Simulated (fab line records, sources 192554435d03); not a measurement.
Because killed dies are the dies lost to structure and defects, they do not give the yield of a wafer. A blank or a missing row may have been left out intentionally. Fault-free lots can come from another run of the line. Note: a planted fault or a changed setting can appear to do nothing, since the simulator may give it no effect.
Comparing a struck lot with a sound one :: flow n5-finfet :: 15 out of 1938 route steps
Sound: the wafers L982.2, L982.5, L982.6. Struck: wafers L997.1, L997.2 (left out: L997.3, a lot-mate that was not struck); the cause follows at the end.
Per side, at each step with rows, come the tool, then ch with its chambers, and then its first start. Under that, the readings that differ: sound wafers :: struck wafers :: difference of the means :: sigmas: that difference in standard deviations of wafers without a fault.
alike: a reading whose means differ by less than 2 such deviations, as well as words and numbers matching on both sides. not compared: withheld readings; readings where some wafer has no value; bounds like >300 that might hide an equal value; numbers whose values overlap and for which the record gives no deviation.
A row with sigmas, a row that says differs or no value, or rows on one side alone: a step with any of these is where the two part. Non-overlapping numbers with no deviation appear without sigmas and do not part them. A reading missing from all wafers of one side parts the sides only when that side holds two or more wafers.

first, 8 steps without rows for these wafers: N5_BEOL_M14_COAT_58 (time 60 s, resist thk 89 nm); N5_BEOL_M14_COAT_04 (resist thk 800 nm); N5_BEOL_M14_EBR_06; N5_BEOL_M14_SOFTBAKE_05 (time 60 s); N5_BEOL_M14_EXPOSE_07 (exposes mask V13); N5_BEOL_M14_PEB_08 (peb time 90 s); N5_BEOL_M14_DEVELOP_09 (develop time 45 s); N5_BEOL_M14_HARDBAKE_14 (time 120 s).
N5_BEOL_M14_CD_MEAS_10: the cd target is 250 nm.
  sound on cd-sem-01 ch 0, day 13 00:48; struck on cd-sem-01 ch 0, day 16 00:25
  alike: cd-nm
N5_BEOL_M14_OVL_MEAS_11:
  sound on overlay-01 ch 0, day 13 00:50; struck on overlay-01 ch 0, day 16 00:27
  alike: V13_OVL
N5_BEOL_M14_INSPECT_12: inspects for defects (macro).
  sound on defect-inspect-01, day 13 00:51; struck on defect-inspect-02, day 16 00:29
  alike: raw-defect-count
N5_BEOL_M14_DESCUM_15: chemistry O2, time 7.9 s.
  sound on rie-diel-02 ch 0,1,2, day 13 00:55; struck on rie-diel-02 ch 1,2, day 16 00:41
  alike: drypump-motor-current-A, oes-product-au, rf-vpp-V, showerhead-plenum-p-Torr, throttle-valve-pct
  not compared: rf-hours-counter-h
N5_BEOL_M14_ETCH_59: etches BARC in N2/H2, target depth 89 nm, overetch 26.7 nm, time 67.9 s.
  sound on rie-diel-02 ch 0,1,2, day 13 00:57; struck on rie-diel-02 ch 1,2, day 16 00:43
reading: run-length-s (s)
sound: 90.9 91.0 91.8
struck: 95.7 97.2
difference: +5.2
sigmas: +10

reading: model.coat_of_BEOL_M14_COAT_04.thk-nm (nm)
sound: 719.2 717.6 720.4
struck: 712 712
difference: -7
sigmas: 
  alike: drypump-motor-current-A, oes-product-au, rf-vpp-V, showerhead-plenum-p-Torr, throttle-valve-pct
  not compared: rf-hours-counter-h
N5_BEOL_M14_VIA_ETCH_16: etches SiO2 in C4F8/O2/Ar, target depth 1231.3 nm.
  sound on rie-diel-02 ch 0,1,2, day 13 01:00; struck on rie-diel-02 ch 1,2, day 16 00:46
  alike: C4F8_flow_sccm, drypump-motor-current-A, oes-product-au, rf-vpp-V, showerhead-plenum-p-Torr, throttle-valve-pct
next, for these wafers, 1 step has no rows: N5_PASSIVATION_PROBE_49.

WHERE THEY PART
Only at N5_BEOL_M14_ETCH_59, as far as this record shows. Later steps at which nothing parts them and some readings are alike: N5_BEOL_M14_VIA_ETCH_16.

WHY: what had been put in by the simulator
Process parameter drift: rie-diel-02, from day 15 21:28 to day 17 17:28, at N5_BEOL_M14_ETCH_59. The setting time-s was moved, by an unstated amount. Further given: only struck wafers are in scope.
